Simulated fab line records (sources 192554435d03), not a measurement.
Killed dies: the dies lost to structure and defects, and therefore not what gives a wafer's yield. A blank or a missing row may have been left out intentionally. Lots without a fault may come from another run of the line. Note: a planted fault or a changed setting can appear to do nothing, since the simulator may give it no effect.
One fault through the eyes of 2 desks + flow n5-finfet + each desk holds nothing but its own numbers, with what lay behind them at the end

METROLOGY DESK
What the gauges read for every lot (on any tool): the sampled wafers with a number, averaged. Marked OUT: a lot whose mean sits more than 4 standard deviations from the usual mean, which makes it out of limits; the brackets give that distance.
Columns: A = trench-depth-nm at N5_BEOL_M6_OCD_MEAS_38, usual 93.2 nm
| lot  | first seen here | A    |
|------|-----------------|------|
| L587 | day 9 01:11     | 93.5 |
| L589 | day 9 01:35     | 91.9 |
| L590 | day 9 14:38     | 93.5 |
| L591 | day 9 20:28     | 93.5 |
| L592 | day 10 05:09    | 94.4 |
| L595 | day 10 23:45    | 94.1 |
| L601 | day 13 14:59    | 92.6 |
| L603 | day 13 18:46    | 94.2 |
| L604 | day 13 19:13    | 92.7 |
| L606 | day 13 22:54    | 92.0 |
| L608 | day 14 13:04    | 92.7 |
This desk's verdict: no lot among the 11 shows anything out of limits.

DESK OF THE TOOL OWNER: pecvd-01
The tool's own readings at N5_BEOL_M7_PECVD_70 (deposits SiO2 from TEOS/O2, target thk 20 nm, time 22.7 s): means of the sampled wafers that have a number, for each lot that ran on this tool. Marked OUT: a lot whose mean sits more than 4 standard deviations from the usual mean, which makes it out of limits; the brackets give that distance.
Columns: A = heater-power-w at N5_BEOL_M7_PECVD_70, usual 729 W; B = showerhead-plenum-p-Torr at N5_BEOL_M7_PECVD_70, usual 8.76 Torr; C = susceptor-temp-C at N5_BEOL_M7_PECVD_70, usual 400.02 C; D = throttle-valve-pct at N5_BEOL_M7_PECVD_70, usual 22.7 %
| lot  | first seen here | A   | B    | C                 | D    |
|------|-----------------|-----|------|-------------------|------|
| L589 | day 9 05:39     | 660 | 8.72 | 400.05            | 23.9 |
| L591 | day 10 00:59    | 683 | 8.72 | 399.78            | 23.8 |
| L595 | day 11 04:47    | 682 | 8.71 | 399.92            | 23.8 |
| L601 | day 13 18:34    | 681 | 8.76 | 401.97 (+7.8) OUT | 23.6 |
| L603 | day 14 01:10    | 670 | 8.75 | 402.04 (+8.1) OUT | 23.7 |
This desk finds L601, L603 out of limits, L601 being first, at day 13 18:34 (susceptor-temp-C at N5_BEOL_M7_PECVD_70). Within limits: L589, L591, L595.

BROUGHT TOGETHER
The tool owner's desk had the chance to raise an alarm at day 13 18:34 on L601, L603.
At the metrology desk, nothing out of limits was observed.
The metrology desk has L601, L603 on record, within its limits.
On pecvd-01, each named lot ran N5_BEOL_M7_PECVD_70.

WHAT THE SIMULATOR HAD INSERTED
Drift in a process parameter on pecvd-01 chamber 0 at N5_BEOL_M7_PECVD_70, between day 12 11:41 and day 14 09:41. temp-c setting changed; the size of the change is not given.
Struck lots among those shown: L601, L603.
Hours from the fault's start to each desk's first reading out of limits: the tool owner's desk, 31.
